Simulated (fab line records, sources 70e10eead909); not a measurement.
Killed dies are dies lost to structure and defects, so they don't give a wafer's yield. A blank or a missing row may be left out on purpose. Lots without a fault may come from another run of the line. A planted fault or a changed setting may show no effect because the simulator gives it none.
fab line records | flow nand_harc
record lots=7 wafers=21 last_day=33
route steps=1302 shown A_WL_FILL@959 END@1302
lots that met no fault: from a run of the same line without faults
start_h: hours from the record's first day to the start of the lot's first wafer shown | wait_h: hours since the lot's step before | " the same as in the row above | L1.1+2: a row that stands for several wafers | - no value, or no start given | * or withheld: withheld | < > ~ a bound
route shown NAME@n: a module of which the file shows steps, and the number in the route of the first | usual: mean/standard deviation of fault-free wafers | same: alike in all rows | chamber/n: place in a boat | sites: the reading at each site | _std_site: their standard deviation | _edge_site: outer sites' mean less inner sites' | radius_mm: how far each site lies from the wafer's centre | mask NAME#n: copy n | behind: the tool/chamber that last shaped the wafer | hold: why the lot was held/for how many hours/how that ended | device: the transistor (n, p or np) that didn't switch | end of line: the same wafers' tests at the end of the route | a step without rows: its recipe alone | killed: dies lost to structure and defects at the first sort, not the wafer's yield | map: a wafer's dies, x killed, . not, _ none there
set.NAME: the setting as run; set.NAME@STEP: as run at that earlier step | model.NAME: the simulator's own value behind a step, which no gauge read
lots at some steps of the route; a table a step, a row a wafer
services: from which hour (start_h, from the record's first day; less than 0 if before it) a tool's chamber was out of use, for how many hours, and why
## steps
# step NHARC_A_WL_FILL_STRIP_27
# recipe power_w=1500 temp_c=250 time_s=20 chemistry=N2/H2
# usual drypump_motor_current_A=5.6/0.46 heater_power_w=327/20
# columns lot.wafer tool chamber start_h wait_h drypump_motor_current_A heater_power_w rf_hours_counter_h
L807.2 plasma_asher-01 0 474.91 0.1 5.1 310 13
L807.3 " 0 " " 5.1 304 -
L807.6 " 0 " " 5.1 314 -
L806.2 plasma_asher-01 0 477.46 0.1 5.0 309 14
L806.4 " 0 " " 5.1 313 -
L806.6 " 0 " " 5.1 301 -
L808.4 plasma_asher-02 1 493.41 0.1 6.0 313 -
L808.3 " 0 " " 6.1 345 -
L808.6 " 0 " " 6.2 336 -
L810.2 plasma_asher-02 1 520.47 0.1 6.0 309 18
L810.4 " 0 " " 6.2 345 -
L810.6 " 0 " " 6.2 344 -
L815.1 plasma_asher-02 0 579.44 0.4 6.2 325 29
L815.3 " 0 " " 6.2 344 -
L815.4 " 1 " " 6.0 311 -
L826.4 plasma_asher-02 1 679.58 0.1 6.0 306 -
L826.3 " 0 " " 6.2 355 -
L826.5 " 1 " " 6.0 304 -
L828.2 plasma_asher-02 0 695.77 0.1 6.2 354 17
L828.6 " 0 " " 6.2 355 -
L828.5 " 1 " " 6.0 307 -
# step NHARC_A_WL_FILL_STRIP_28
# recipe time_s=1200 temp_c=72.5 chemistry=post_etch_residue_remover
# step NHARC_A_WL_FILL_PRECLEAN_06
# recipe time_s=300 chemistry=DIW
# step NHARC_A_WL_FILL_SRD_07
# step NHARC_A_WL_FILL_ANNEAL_08
# recipe temp_c=450 time_s=1800
# step NHARC_A_WL_FILL_ALD_10
# recipe target_thk_a=500 pulse_time_s=10 ald_cycles=500 temp_c=300 material=SiO2
# usual heater_power_w=468/49 precursor_pulse_height_rel=1.000/0.02
# columns lot.wafer tool chamber start_h wait_h heater_power_w precursor_pulse_height_rel
L807.3 ald_hk-02 1 477.93 0.0 451 0.992
L807.2 " 0 479.45 1.6 439 1.005
L807.6 " 1 " " 459 1.023
L806.4 ald_hk-03 0 482.34 0.0 547 1.002
L806.2 " 1 " " 425 0.995
L806.6 " 0 484.44 2.1 543 0.978
L808.3 ald_hk-02 0 498.66 0.0 454 0.982
L808.4 " 3 500.22 1.6 495 0.982
L808.6 " 0 " " 441 0.970
L810.4 ald_hk-04 3 526.27 0.6 517 1.022
L810.2 " 1 527.31 1.6 519 0.999
L810.6 " 2 " " 447 1.011
L815.1 ald_hk-04 1 585.34 0.6 512 0.999
L815.3 " 2 " " 457 1.011
L815.4 " 3 " " 524 1.018
L826.3 ald_hk-04 2 682.57 0.6 496 1.032
L826.4 " 3 " " 540 0.975
L826.5 " 2 684.65 2.7 506 1.006
L828.2 ald_hk-03 1 704.76 1.6 450 1.006
L828.5 " 2 " " 396 0.970
L828.6 " 3 " " 354 1.047
# step NHARC_A_WL_FILL_ETCHBACK_16
# recipe target_depth_a=1200 time_s=24 c4f8_flow_sccm=withheld o2_flow_sccm=8 ar_flow_sccm=withheld rf_w=600 bias_w=800 chemistry=C4F8/O2/Ar
# step NHARC_A_WL_FILL_STRIP_29
# recipe time_s=20 o2_flow_sccm=500 ar_flow_sccm=0 bias_w=0 chemistry=O2
# usual drypump_motor_current_A=5.8/0.34 oes_product_au=1.000/0.0096 rf_vpp_V=57.7/0.95 showerhead_plenum_p_Torr=3.45/0.12 throttle_valve_pct=17.036/0.0087
# columns lot.wafer tool chamber start_h wait_h drypump_motor_current_A oes_product_au rf_hours_counter_h rf_vpp_V showerhead_plenum_p_Torr throttle_valve_pct
L807.3 rie_diel-04 1 482.60 0.1 5.6 1.004 3.5 56.9 3.48 17.048
L807.2 " 0 " " 5.7 0.995 3.6 57.3 3.33 17.038
L807.6 " 1 " " 5.5 1.008 - 58.6 3.48 17.037
L806.4 rie_diel-02 3 487.14 0.1 5.6 0.994 5.3 57.3 3.38 17.037
L806.2 " 0 " " 5.8 1.001 4.9 58.1 3.47 17.030
L806.6 " 1 " " 5.6 0.994 - 56.1 3.44 17.048
L808.3 rie_diel-02 1 503.47 0.1 5.7 0.985 4.7 58.3 3.44 17.035
L808.6 " 0 " " 5.8 1.002 - 59.4 3.47 17.048
L808.4 " 3 " " 5.6 0.983 - 57.5 3.38 17.056
L810.2 rie_diel-10 2 530.53 0.1 5.6 1.005 3.4 58.2 3.45 17.053
L810.6 " 2 " " 5.6 1.010 - 57.0 3.45 17.035
L810.4 " 0 " " 6.5 0.992 - 57.2 3.57 17.044
L815.3 rie_diel-02 3 589.60 0.1 5.6 0.992 0.9 58.1 3.37 17.034
L815.4 " 0 " " 5.8 0.999 0.9 58.0 3.46 17.036
L815.1 " 2 " " 6.2 0.999 0.8 56.8 3.37 17.041
L826.3 rie_diel-02 1 686.83 0.1 5.6 0.990 5.4 57.1 3.43 17.044
L826.4 " 3 " " 5.6 0.994 5.7 59.7 3.37 17.033
L826.5 " 2 " " 6.3 1.010 - 57.6 3.36 17.044
L828.2 rie_diel-02 0 707.94 0.1 5.8 1.006 6.2 58.6 3.46 17.045
L828.6 " 2 " " 6.2 1.009 - 57.9 3.36 17.043
L828.5 " 3 " " 5.6 1.001 - 57.5 3.37 17.031
# step NHARC_A_WL_FILL_ETCHBACK_17
# recipe target_depth_a=40 time_s=26.7 chemistry=Cl2/BCl3
# usual drypump_motor_current_A=5.6/0.31 oes_product_au=1.001/0.011
# columns lot.wafer tool chamber start_h wait_h drypump_motor_current_A oes_product_au rf_hours_counter_h
L807.2 rie_metal-03 1 482.69 - 5.8 0.993 1.6
L807.3 " 1 " " 5.8 0.977 -
L807.6 " 0 " " 5.7 1.012 -
L806.2 rie_metal-01 0 487.27 - 6.0 1.011 -
L806.4 " 0 " " 6.0 1.008 -
L806.6 " 0 " " 6.0 1.017 -
L808.3 rie_metal-02 0 503.61 - 5.1 0.999 -
L808.4 " 1 " " 5.7 1.005 -
L808.6 " 0 " " 5.1 0.999 -
L810.2 rie_metal-01 0 530.62 - 6.1 0.986 3.2
L810.4 " 1 " " 5.7 1.012 -
L810.6 " 1 " " 5.8 1.008 -
L815.1 rie_metal-02 1 589.70 - 5.8 0.999 2.2
L815.3 " 0 " " 5.1 1.016 -
L815.4 " 1 " " 5.7 0.999 -
L826.4 rie_metal-02 1 686.95 - 5.8 1.001 -
L826.3 " 0 " " 5.1 0.985 -
L826.5 " 1 " " 5.8 0.998 -
L828.2 rie_metal-01 0 708.01 - 6.0 1.002 2.0
L828.5 " 0 " " 6.0 1.019 -
L828.6 " 1 " " 5.8 0.994 -
# step NHARC_A_WL_FILL_PRECLEAN_18
# recipe time_s=30 chemistry=dHF
# step NHARC_A_WL_FILL_SRD_21
# step NHARC_A_WL_FILL_CVD_23
# recipe target_thk_a=400 temp_c=620 pressure_mtorr=200 time_s=800 material=poly-Si
# usual spike_tc_bottom_C=639.9/1.4
# columns lot.wafer tool chamber start_h wait_h spike_tc_bottom_C
L807.2 lpcvd_poly-03 0 487.16 4.3 640.2
L807.3 " 0 " " 639.4
L807.6 " 0 " " 640.2
L806.2 lpcvd_poly-01 0 489.98 2.3 641.3
L806.4 " 0 " " 641.6
L806.6 " 0 " " 641.5
L808.3 lpcvd_poly-02 0 536.23 32.4 638.0
L808.4 " 0 " " 638.6
L808.6 " 0 " " 638.6
L810.2 lpcvd_poly-03 0 563.22 32.3 638.7
L810.4 " 0 " " 640.7
L810.6 " 0 " " 639.8
L815.1 lpcvd_poly-02 0 622.34 32.4 641.2
L815.3 " 0 " " 640.5
L815.4 " 0 " " 638.9
L826.3 lpcvd_poly-02 0 690.49 3.4 638.8
L826.4 " 0 " " 639.0
L826.5 " 0 " " 639.3
L828.2 lpcvd_poly-01 0 710.57 2.3 641.7
L828.5 " 0 " " 643.5
L828.6 " 0 " " 641.6
# step NHARC_A_WL_FILL_ETCHBACK_26
# recipe target_depth_a=520 time_s=13.3 hbr_flow_sccm=150 rf_w=350 icp_w=350 bias_w=60 chemistry=HBr
# usual drypump_motor_current_A=5.9/0.32 hbr_flow_sccm=150.0/0.44 oes_product_au=0.998/0.013 rf_fwd_power_W=341.8/1.5 throttle_valve_pct=23.267/0.01
# columns lot.wafer tool chamber start_h wait_h drypump_motor_current_A hbr_flow_sccm oes_product_au rf_fwd_power_W rf_hours_counter_h throttle_valve_pct
L807.3 rie_si-03 2 489.75 0.4 5.6 149.9 1.006 341.2 0.2 23.278
L807.2 " 3 " " 5.7 149.6 0.997 339.1 0.8 23.279
L807.6 " 2 " " 5.6 149.6 0.997 341.3 - 23.267
L806.2 rie_si-06 3 492.60 0.4 5.6 149.7 1.017 341.1 0.4 23.276
L806.4 " 0 " " 5.4 149.6 1.011 343.3 0.3 23.273
L806.6 " 2 " " 5.6 149.4 1.020 344.1 - 23.271
L808.3 rie_si-01 3 538.82 0.4 6.2 149.7 0.999 342.3 0.9 23.277
L808.4 " 1 " " 6.3 149.7 0.976 340.6 0.7 23.275
L808.6 " 3 " " 6.2 149.4 1.002 340.0 - 23.262
L810.4 rie_si-03 0 565.79 0.4 6.2 149.9 1.009 341.2 0.1 23.258
L810.2 " 3 " " 5.8 149.5 0.984 341.5 1.3 23.282
L810.6 " 0 " " 6.2 150.6 1.005 342.0 - 23.279
L815.1 rie_si-06 3 624.89 0.4 5.6 149.6 1.014 340.5 1.1 23.271
L815.4 " 0 " " 5.3 150.1 1.003 341.8 0.9 23.271
L815.3 " 1 " " 6.1 149.7 0.999 341.1 1.1 23.259
L826.4 rie_si-06 3 693.11 0.4 5.5 150.3 1.017 341.5 0.4 23.253
L826.3 " 1 " " 6.2 149.5 0.992 343.6 0.5 23.251
L826.5 " 3 " " 5.5 150.4 1.036 342.0 - 23.274
L828.2 rie_si-01 1 713.13 0.4 6.3 149.9 0.995 341.7 1.1 23.270
L828.5 " 0 " " 6.2 149.9 1.007 341.2 - 23.267
L828.6 " 1 " " 6.3 149.2 0.984 341.4 - 23.276
# step NHARC_END_SORT_01
# recipe temp_c=25
# usual killed_at_array=59/19 killed_at_other=1.0/1.1 killed_at_periphery=3.8/2.4 killed_dies=64/19 killed_open=3.3/2 killed_short=2.4/1.6
# same gross_dies=677
# columns lot.wafer tool chamber start_h wait_h killed_at_array killed_at_other killed_at_periphery killed_dies killed_open killed_short
L808.3 prober-02 0 622.60 3.1 84 0 1 85 1 0
L808.4 prober-02 0 623.40 3.4 103 0 3 106 5 8
L808.6 prober-02 0 624.99 4.0 104 1 2 107 1 3
# killed by level:class
L808.3 A_CHANNEL_HOLE_D1:chamber_film_flake=33 A_CHANNEL_HOLE_D2:chamber_film_flake=25 A_SLIT:chamber_film_flake=15 A_CONTACT:chamber_film_flake=6 A_SGD_CUT:chamber_film_flake=3 P_CONTACT:geometric_particle:open=1 A_CHANNEL_FILL_D1:chamber_film_flake=1 A_CHANNEL_FILL_D2:chamber_film_flake=1
L808.4 A_CHANNEL_HOLE_D1:chamber_film_flake=31 A_CHANNEL_HOLE_D2:chamber_film_flake=25 A_SLIT:chamber_film_flake=20 A_CONTACT:chamber_film_flake=6 A_SGD_CUT:chamber_film_flake=5 A_CHANNEL_FILL_D2:geometric_particle:short=4 A_CHANNEL_FILL_D2:geometric_particle:open=2 A_CHANNEL_FILL_D1:chamber_film_flake=2
L808.6 A_CHANNEL_HOLE_D2:chamber_film_flake=42 A_CHANNEL_HOLE_D1:chamber_film_flake=27 A_SLIT:chamber_film_flake=21 A_SGD_CUT:chamber_film_flake=5 A_CONTACT:chamber_film_flake=2 A_ONON_D1:geometric_particle:short=1 A_CHANNEL_FILL_D1:geometric_particle:short=1 A_SGD_CUT:geometric_particle:short=1
## services
# columns tool chamber start_h hours kind
rie_metal-02 - 454.00 9.0 pm
rie_diel-02 1 455.86 5.6 repair
ald_hk-02 - 457.53 0.7 repair
lpcvd_poly-03 - 485.12 2.0 repair
rie_metal-01 1 485.28 32.6 repair
rie_si-06 1 485.70 4.9 repair
rie_diel-02 3 493.72 4.7 repair
rie_diel-02 2 493.90 59.7 repair
rie_si-06 0 500.33 8.9 repair
rie_si-03 2 513.41 9.7 repair
rie_si-01 - 547.00 9.0 pm
rie_si-06 1 550.87 2.4 repair
plasma_asher-02 - 558.44 8.9 repair
lpcvd_poly-01 - 568.19 26.0 pm
ald_hk-03 - 568.24 10.0 pm
rie_diel-02 - 570.77 9.0 pm
rie_metal-01 - 575.00 9.0 pm
rie_si-03 - 575.00 9.0 pm
plasma_asher-01 - 578.73 9.0 pm
rie_si-06 - 603.00 9.0 pm
ald_hk-04 - 619.02 10.0 pm
rie_metal-02 - 631.00 9.0 pm
rie_metal-01 0 651.95 10.5 repair
plasma_asher-02 - 705.04 1.3 repair
## key
first_sign step=NHARC_A_WL_FILL_CVD_23 reading=wait_h direction=changed
effect none on later readings
met_at NHARC_A_WL_FILL_CVD_23
struck_wafers L808.3,L808.4,L808.6,L810.2,L810.4,L810.6,L815.1,L815.3,L815.4
rows_end L810.2,L810.4,L810.6,L815.4
sort_left_out L815.1,L815.3
tester_left_out L808,L815
fault kind=queue_time_violation tool=lpcvd_poly-01,lpcvd_poly-02,lpcvd_poly-03 chamber=0 onset_h=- steps=NHARC_A_WL_FILL_CVD_23 delay_hr=30 scope=struck_lots_only
# tester_left_out: of these lots the tester's yield and bins aren't shown, on N5 and GAA mostly nor the transistor test; their killed dies are dies lost to structure and defects alone, not to doping, threshold or leakage, so they don't give the yield
# sort_left_out: the simulated sort isn't trusted on such a fault, so these wafers' sort isn't shown, and their yield isn't known
# rows_end: these wafers met a further fault down the route, and their rows from its step on are left out
